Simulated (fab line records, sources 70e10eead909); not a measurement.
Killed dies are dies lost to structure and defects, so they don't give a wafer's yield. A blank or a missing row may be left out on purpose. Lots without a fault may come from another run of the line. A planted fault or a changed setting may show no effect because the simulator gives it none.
Chamber matching | flow nand_harc | NHARC_HYBRID_BOND_ACTIVATE_00 on rie_diel-12: 4 sister chambers
The step chemistry N2, time 60 s. 16 wafers are shown with their chamber, then 8 later ones without.

WAFERS WITH THEIR CHAMBER
wafer  | chamber | showerhead_plenum_p_Torr (Torr) | drypump_motor_current_A (A) | oes_product_au (a.u.)
L522.4 | 2       | 1.70                            | 6.1                         | 1.011
L522.5 | 2       | 1.69                            | 6.0                         | 1.009
L522.6 | 3       | 1.76                            | 4.8                         | 1.015
L523.2 | 3       | 1.76                            | 4.9                         | 1.002
L523.4 | 2       | 1.69                            | 6.1                         | 0.999
L523.6 | 1       | 1.85                            | 5.6                         | 1.006
L528.2 | 3       | 1.76                            | 4.9                         | 1.006
L528.3 | 0       | 1.82                            | 5.6                         | 1.007
L528.6 | 2       | 1.69                            | 6.1                         | 1.000
L527.1 | 2       | 1.69                            | 6.1                         | 1.009
L527.3 | 0       | 1.82                            | 5.7                         | 1.015
L527.6 | 1       | 1.85                            | 5.6                         | 1.017
L540.2 | 0       | 1.82                            | 5.7                         | 1.002
L540.3 | 3       | 1.75                            | 4.8                         | 0.993
L540.6 | 2       | 1.69                            | 6.1                         | 0.999
L542.2 | 3       | 1.75                            | 4.8                         | 0.996

SIGNATURES (means of the wafers above)
reading                  | chamber 0 | chamber 1 | chamber 2 | chamber 3 | scatter within a chamber
showerhead_plenum_p_Torr | 1.8200    | 1.8500    | 1.6917    | 1.7560    | 0.00412
drypump_motor_current_A  | 5.667     | 5.600     | 6.083     | 4.840     | 0.0474
oes_product_au           | 1.00800   | 1.01150   | 1.00450   | 1.00240   | 0.00714
Rule: a wafer's distance from a chamber is the root of the sum, over the readings, of the square of ((its reading less the chamber's mean) divided by the reading's scatter). The wafer belongs to the nearest chamber; if the next one is less than 2 further off, it can't be placed. The scatter: the root of (the sum of the squares of (reading less its chamber's mean) over the shown wafers, divided by (wafers less chambers)).

WAFERS WITHOUT THEIR CHAMBER
wafer  | showerhead_plenum_p_Torr (Torr) | drypump_motor_current_A (A) | oes_product_au (a.u.)
L542.3 | 1.82                            | 5.7                         | 0.996
L542.4 | 1.85                            | 5.6                         | 1.005
L541.1 | 1.85                            | 5.5                         | 1.005
L541.3 | 1.69                            | 6.1                         | 1.005
L541.4 | 1.81                            | 5.7                         | 1.012
L544.2 | 1.85                            | 5.6                         | 1.010
L544.5 | 1.75                            | 4.8                         | 0.997
L544.6 | 1.81                            | 5.7                         | 1.006

WHICH CHAMBER EACH WENT THROUGH
wafer  | from the rows above | in truth
L542.3 | 0                   | 0
L542.4 | 1                   | 1
L541.1 | 1                   | 1
L541.3 | 2                   | 2
L541.4 | 0                   | 0
L544.2 | 1                   | 1
L544.5 | 3                   | 3
L544.6 | 0                   | 0
Placed correctly: 8 of 8. Can't be placed from these rows: 0. Placed wrongly: 0.
